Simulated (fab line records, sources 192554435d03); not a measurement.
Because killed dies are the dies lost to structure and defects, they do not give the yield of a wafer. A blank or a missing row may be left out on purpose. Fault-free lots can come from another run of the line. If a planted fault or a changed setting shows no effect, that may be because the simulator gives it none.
The tool behind it: which one? -- flow n5 finfet -- 24 lots, 72 wafers sampled, at 6 steps of a route of 1938

## WHAT EACH GAUGE READ, for each wafer
N5_BEOL_M9_CD_MEAS_28: target cd 70 nm. Usual: cd nm at 70.01 nm, with a standard deviation of 0.27.
lot,measured,on,cd nm (nm),flag
L074,day 11 06:40,cd sem-03,70.05 69.88 69.79,
L076,day 11 09:47,cd sem-03,70.04 69.79 70.07,
L075,day 11 12:08,cd sem-03,70.24 69.72 70.05,
L079,day 11 12:50,cd sem-03,70.43 70.44 70.42,
L081,day 11 19:56,cd sem-01,70.18 70.00 70.33,
L082,day 11 20:25,cd sem-01,70.32 70.23 70.55,
L077,day 11 23:19,cd sem-03,70.46 70.20 70.13,
L080,day 12 02:40,cd sem-01,69.62 70.16 69.39,
L078,day 13 03:17,cd sem-02,69.98 70.06 69.93,
L083,day 13 10:29,cd sem-02,70.40 70.10 69.59,
L084,day 13 10:31,cd sem-01,69.45 69.81 69.64,
L086,day 13 10:34,cd sem-02,70.41 69.93 70.25,
L085,day 13 10:36,cd sem-01,70.00 70.14 69.88,
L089,day 14 10:06,cd sem-02,69.87 69.87 70.19,
L088,day 14 10:21,cd sem-02,70.08 69.71 69.75,
L087,day 14 13:14,cd sem-01,69.75 69.49 69.81,
L090,day 14 13:25,cd sem-01,70.18 70.04 70.02,
L091,day 15 02:33,cd sem-01,70.41 70.30 70.41,
L092,day 15 06:14,cd sem-01,69.60 69.99 69.60,
L093,day 15 10:45,cd sem-01,70.14 70.03 69.96,
L094,day 15 13:17,cd sem-01,70.01 70.29 69.85,
L095,day 15 22:35,cd sem-03,69.78 69.42 69.94,
L097,day 16 12:16,cd sem-01,69.77 69.67 69.91,
L096,day 16 12:26,cd sem-03,69.85 69.76 70.25,

N5_BEOL_M12_INSPECT_12: inspects for defects (macro). Usual: raw defect count at 2.0, with a standard deviation of 1.4.
lot,measured,on,raw defect count,flag
L074,day 12 08:02,defect inspect-02,4 3 5,
L076,day 12 12:08,defect inspect-01,1 2 2,
L075,day 12 09:11,defect inspect-01,2 1 2,
L079,day 12 12:17,defect inspect-02,2 1 0,
L081,day 12 19:32,defect inspect-01,0 4 4,
L082,day 12 18:30,defect inspect-02,0 1 4,
L077,day 12 19:49,defect inspect-02,1 0 3,
L080,day 12 21:37,defect inspect-01,2 0 1,
L078,day 14 00:07,defect inspect-01,2 1 1,
L083,day 14 08:25,defect inspect-01,1 5 1,
L084,day 14 07:33,defect inspect-02,0 1 0,
L086,day 14 08:49,defect inspect-02,3 1 2,
L085,day 14 09:29,defect inspect-01,0 1 3,
L089,day 15 07:10,defect inspect-02,2 2 5,
L088,day 15 08:47,defect inspect-01,3 3 3,
L087,day 15 09:28,defect inspect-02,2 1 2,
L090,day 15 16:15,defect inspect-02,2 3 3,
L091,day 16 02:04,defect inspect-01,0 1 2,
L092,day 16 04:01,defect inspect-02,1 2 5,
L093,day 16 08:59,defect inspect-01,1 2 2,
L094,day 16 08:39,defect inspect-01,4 3 2,
L095,day 16 22:50,defect inspect-01,1 2 2,
L097,day 17 09:26,defect inspect-01,1 3 3,
L096,day 17 08:56,defect inspect-01,1 3 1,

## WHAT TOOL EACH LOT RAN ON (gives the tool, then ch and the chambers of the sampled wafers, and finally the start)
lot,N5_BEOL_M10_CURE_71,N5_BEOL_M10_STRIP_19,N5_BEOL_M10_STRIP_36,N5_BEOL_M11_CURE_71
L074,"uv cure-01 ch 1, day 11 12:50","rie diel-01 ch 1,2, day 11 14:31","rie diel-03 ch 0,1,2, day 11 18:13","uv cure-01 ch 0, day 11 22:37"
L076,"uv cure-01 ch 1, day 11 16:27","rie diel-06 ch 0,2, day 11 19:38","rie diel-03 ch 1,3, day 11 20:38","uv cure-01 ch 2, day 12 01:28"
L075,"uv cure-03 ch 0, day 11 17:00","rie diel-01 ch 1,2, day 11 19:47","rie diel-06 ch 1,2, day 11 20:41","uv cure-02 ch 0, day 12 01:58"
L079,"uv cure-03 ch 1, day 11 19:22","rie diel-01 ch 1,2,3, day 11 21:50","rie diel-01 ch 0,1,3, day 11 23:39","uv cure-03 ch 1, day 12 02:53"
L081,"uv cure-02 ch 2, day 12 01:16","rie diel-01 ch 0,2,3, day 12 04:44","rie diel-03 ch 0,1,3, day 12 06:57","uv cure-03 ch 2, day 12 12:02"
L082,"uv cure-02 ch 0, day 12 02:17","rie diel-01 ch 0,3, day 12 04:55","rie diel-01 ch 1,2,3, day 12 06:28","uv cure-02 ch 2, day 12 09:01"
L077,"uv cure-02 ch 0, day 12 03:09","rie diel-03 ch 1,2,3, day 12 04:56","rie diel-01 ch 0,2, day 12 06:56","uv cure-01 ch 1, day 12 11:55"
L080,"uv cure-01 ch 1, day 12 05:45","rie diel-03 ch 0,2, day 12 08:06","rie diel-06 ch 1,2,3, day 12 10:23","uv cure-03 ch 2, day 12 13:25"
L078,"uv cure-03 ch 1, day 13 06:28","rie diel-03 ch 1,3, day 13 08:45","rie diel-06 ch 0,2, day 13 11:05","uv cure-02 ch 2, day 13 14:43"
L083,"uv cure-03 ch 2, day 13 13:37","rie diel-01 ch 0,1,2, day 13 17:10","rie diel-06 ch 0,1, day 13 21:47","uv cure-01 ch 2, day 14 01:14"
L084,"uv cure-02 ch 0, day 13 13:55","rie diel-03 ch 1,2,3, day 13 17:27","rie diel-06 ch 2,3, day 13 20:19","uv cure-02 ch 0, day 13 23:33"
L086,"uv cure-03 ch 1, day 13 15:22","rie diel-03 ch 2,3, day 13 17:35","rie diel-03 ch 0,1,3, day 13 21:37","uv cure-03 ch 1, day 14 00:55"
L085,"uv cure-01 ch 0, day 13 15:07","rie diel-01 ch 1,3, day 13 17:27","rie diel-01 ch 0,1,2, day 13 22:18","uv cure-03 ch 1, day 14 01:26"
L089,"uv cure-02 ch 2, day 14 14:55","rie diel-01 ch 1,2,3, day 14 17:05","rie diel-06 ch 0,2, day 14 18:56","uv cure-03 ch 1, day 14 22:21"
L088,"uv cure-03 ch 0, day 14 15:44","rie diel-03 ch 0,1,3, day 14 17:43","rie diel-01 ch 0,1,2, day 14 19:06","uv cure-02 ch 1, day 14 22:25"
L087,"uv cure-03 ch 1, day 14 16:52","rie diel-03 ch 0,1,2, day 14 19:42","rie diel-03 ch 1,2,3, day 14 20:41","uv cure-03 ch 2, day 15 00:40"
L090,"uv cure-02 ch 0, day 14 17:26","rie diel-01 ch 1,3, day 14 20:34","rie diel-03 ch 2,3, day 14 23:39","uv cure-03 ch 1, day 15 04:01"
L091,"uv cure-01 ch 0, day 15 06:20","rie diel-01 ch 1,2,3, day 15 08:53","rie diel-06 ch 2,3, day 15 11:45","uv cure-02 ch 0, day 15 15:32"
L092,"uv cure-02 ch 1, day 15 09:29","rie diel-01 ch 2,3, day 15 12:32","rie diel-01 ch 1,2,3, day 15 13:58","uv cure-02 ch 2, day 15 16:46"
L093,"uv cure-01 ch 0, day 15 14:34","rie diel-03 ch 0,1,3, day 15 16:09","rie diel-06 ch 0,3, day 15 19:40","uv cure-01 ch 2, day 16 00:08"
L094,"uv cure-03 ch 2, day 15 16:08","rie diel-03 ch 0,1,2, day 15 20:37","rie diel-06 ch 0,1,3, day 15 22:59","uv cure-01 ch 1, day 16 01:59"
L095,"uv cure-02 ch 0, day 16 01:41","rie diel-01 ch 0,2,3, day 16 04:16","rie diel-03 ch 1,2,3, day 16 05:53","uv cure-03 ch 2, day 16 10:20"
L097,"uv cure-02 ch 1, day 16 15:14","rie diel-03 ch 1,2, day 16 19:32","rie diel-01 ch 1,2, day 16 21:57","uv cure-02 ch 0, day 17 01:28"
L096,"uv cure-01 ch 1, day 16 15:28","rie diel-03 ch 1,2, day 16 19:34","rie diel-06 ch 0,1, day 16 21:47","uv cure-03 ch 1, day 17 01:02"
- N5_BEOL_M10_CURE_71: cures SiCOH lowk, time 240 s.
- N5_BEOL_M10_STRIP_19: strips in O2.
- N5_BEOL_M10_STRIP_36: strips in N2/H2.
- N5_BEOL_M11_CURE_71: cures SiCOH lowk, time 240 s.

## WHAT THE TOOLS THEMSELVES READ (means of the sampled wafers that have a number; where no wafer has one, the mark that the record gives instead)
N5_BEOL_M10_CURE_71. Usual: lamp power pct 52.31 %, standard deviation 0.055; wafer_temp_C_max 387.1, standard deviation 0.65.
lot,tool,lamp power pct (%),wafer_temp_C_max,flag
L074,uv cure-01,52.27,386.3,
L076,uv cure-01,52.32,386.3,
L075,uv cure-03,52.32,386.4,
L079,uv cure-03,52.31,387.6,
L081,uv cure-02,52.33,386.9,
L082,uv cure-02,52.31,387.5,
L077,uv cure-02,52.31,387.5,
L080,uv cure-01,52.20,386.2,
L078,uv cure-03,52.30,387.6,
L083,uv cure-03,52.30,387.2,
L084,uv cure-02,52.29,387.4,
L086,uv cure-03,52.27,388.1,
L085,uv cure-01,52.39,387.0,
L089,uv cure-02,52.34,386.8,
L088,uv cure-03,52.31,386.2,
L087,uv cure-03,52.30,387.7,
L090,uv cure-02,52.28,387.6,
L091,uv cure-01,52.22,387.0,
L092,uv cure-02,52.28,387.1,
L093,uv cure-01,52.30,386.7,
L094,uv cure-03,52.28,386.8,
L095,uv cure-02,52.36,387.5,
L097,uv cure-02,52.37,386.4,
L096,uv cure-01,52.32,386.1,

N5_BEOL_M10_STRIP_19. Usual: drypump motor current A 5.7 A, standard deviation 0.41; oes product au 0.82 a.u., standard deviation 0.074; rf vpp V 3.6 V, standard deviation 0.59; showerhead plenum p Torr 2.09 Torr, standard deviation 0.077; throttle valve pct 16.65 %, standard deviation 0.21.
lot,tool,drypump motor current A (A),oes product au (a.u.),rf vpp V (V),showerhead plenum p Torr (Torr),throttle valve pct (%),flag
L074,rie diel-01,6.0,0.87,3.4,2.07,16.71,
L076,rie diel-06,5.4,0.80,3.7,2.03,16.50,
L075,rie diel-01,6.1,0.89,4.2,2.06,16.63,
L079,rie diel-01,6.1,0.85,4.0,2.05,16.55,
L081,rie diel-01,5.6,0.86,3.6,2.05,16.60,
L082,rie diel-01,5.7,0.85,3.7,2.04,16.45,
L077,rie diel-03,5.8,0.87,3.5,2.17,16.65,
L080,rie diel-03,5.4,0.77,2.8,2.07,16.65,
L078,rie diel-03,5.9,0.82,3.9,2.14,16.55,
L083,rie diel-01,5.6,0.87,3.2,2.05,16.70,
L084,rie diel-03,5.8,0.84,3.9,2.17,16.65,
L086,rie diel-03,5.8,0.81,2.5,2.16,16.86,
L085,rie diel-01,6.1,0.82,4.0,2.03,16.44,
L089,rie diel-01,6.1,0.82,4.5,2.04,16.60,
L088,rie diel-03,5.6,0.76,3.8,2.08,16.68,
L087,rie diel-03,5.6,0.81,3.4,2.12,16.58,
L090,rie diel-01,6.2,0.82,3.9,2.04,16.51,
L091,rie diel-01,6.1,0.81,3.7,2.04,16.61,
L092,rie diel-01,5.9,0.80,3.7,2.04,16.72,
L093,rie diel-03,5.6,0.74,3.8,2.07,16.70,
L094,rie diel-03,5.6,0.79,3.2,2.12,16.63,
L095,rie diel-01,5.6,0.82,3.5,2.04,16.67,
L097,rie diel-03,5.8,0.83,3.7,2.17,16.53,
L096,rie diel-03,5.8,0.85,3.4,2.20,16.64,

N5_BEOL_M10_STRIP_36. Usual: drypump motor current A 5.7 A, standard deviation 0.44; oes product au 0.83 a.u., standard deviation 0.08; rf vpp V 59.0 V, standard deviation 2; showerhead plenum p Torr 2.50 Torr, standard deviation 0.077; throttle valve pct 23.6 %, standard deviation 0.31.
lot,tool,drypump motor current A (A),oes product au (a.u.),rf vpp V (V),showerhead plenum p Torr (Torr),throttle valve pct (%),flag
L074,rie diel-03,5.6,0.84,58.5,2.57,23.5,
L076,rie diel-03,5.9,0.86,60.8,2.57,23.3,
L075,rie diel-06,5.5,0.74,59.0,2.51,23.8,
L079,rie diel-01,5.8,0.88,58.8,2.47,23.4,
L081,rie diel-03,5.6,0.78,58.5,2.52,23.6,
L082,rie diel-01,6.1,0.84,56.9,2.45,23.4,
L077,rie diel-01,5.2,0.91,59.1,2.48,23.7,
L080,rie diel-06,5.6,0.83,58.7,2.51,23.8,
L078,rie diel-06,5.5,0.78,59.3,2.47,23.5,
L083,rie diel-06,5.8,0.80,61.2,2.43,23.3,
L084,rie diel-06,5.6,0.90,58.0,2.51,23.7,
L086,rie diel-03,5.6,0.76,58.3,2.52,23.6,
L085,rie diel-01,5.6,0.86,61.0,2.46,23.5,
L089,rie diel-06,5.2,0.80,58.7,2.51,23.8,
L088,rie diel-01,5.7,0.85,58.4,2.46,23.5,
L087,rie diel-03,5.8,0.83,57.3,2.61,23.6,
L090,rie diel-03,5.8,0.80,59.2,2.60,23.9,
L091,rie diel-06,5.6,0.87,60.2,2.51,23.7,
L092,rie diel-01,6.1,0.81,59.5,2.44,23.4,
L093,rie diel-06,5.9,0.82,58.0,2.46,23.5,
L094,rie diel-06,5.9,0.85,57.8,2.45,23.4,
L095,rie diel-03,5.9,0.80,59.4,2.60,23.6,
L097,rie diel-01,6.1,0.81,59.0,2.44,23.4,
L096,rie diel-06,5.8,0.83,60.3,2.44,23.4,

N5_BEOL_M11_CURE_71. Usual: lamp power pct 52.31 %, standard deviation 0.061; wafer_temp_C_max 387.1, standard deviation 0.65.
lot,tool,lamp power pct (%),wafer_temp_C_max,flag
L074,uv cure-01,52.39,386.9,
L076,uv cure-01,52.30,386.6,
L075,uv cure-02,52.32,387.3,
L079,uv cure-03,52.25,387.8,
L081,uv cure-03,52.39,386.7,
L082,uv cure-02,52.31,387.1,
L077,uv cure-01,52.30,386.2,
L080,uv cure-03,52.25,387.6,
L078,uv cure-02,52.32,386.6,
L083,uv cure-01,52.31,387.4,
L084,uv cure-02,52.27,388.0,
L086,uv cure-03,52.29,388.1,
L085,uv cure-03,52.32,388.1,
L089,uv cure-03,52.29,387.2,
L088,uv cure-02,52.35,387.0,
L087,uv cure-03,52.26,387.2,
L090,uv cure-03,52.36,387.6,
L091,uv cure-02,52.25,387.4,
L092,uv cure-02,52.29,387.2,
L093,uv cure-01,52.31,387.1,
L094,uv cure-01,52.30,385.9,
L095,uv cure-03,52.29,387.2,
L097,uv cure-02,52.39,388.0,
L096,uv cure-03,52.33,387.7,

## THE ANSWER, worked out from the rows above alone
Rule: a lot counts as off when the mean over its wafers that have a number is more than 3 standard deviations away from the usual mean. A lot without any number at a reading at which 4 lots or more have one is off too. All remaining lots with rows at the step are treated as sound. The gauges are gone through in route order, then the tools' own readings, and for those a lot's mean is taken as printed above. At the first step where some lot is off, the reading lying furthest off is the one used; lots without a number count as furthest.
None of the lots is off at any reading shown; this tells nothing.

## WHAT WAS PUT IN BY THE SIMULATOR
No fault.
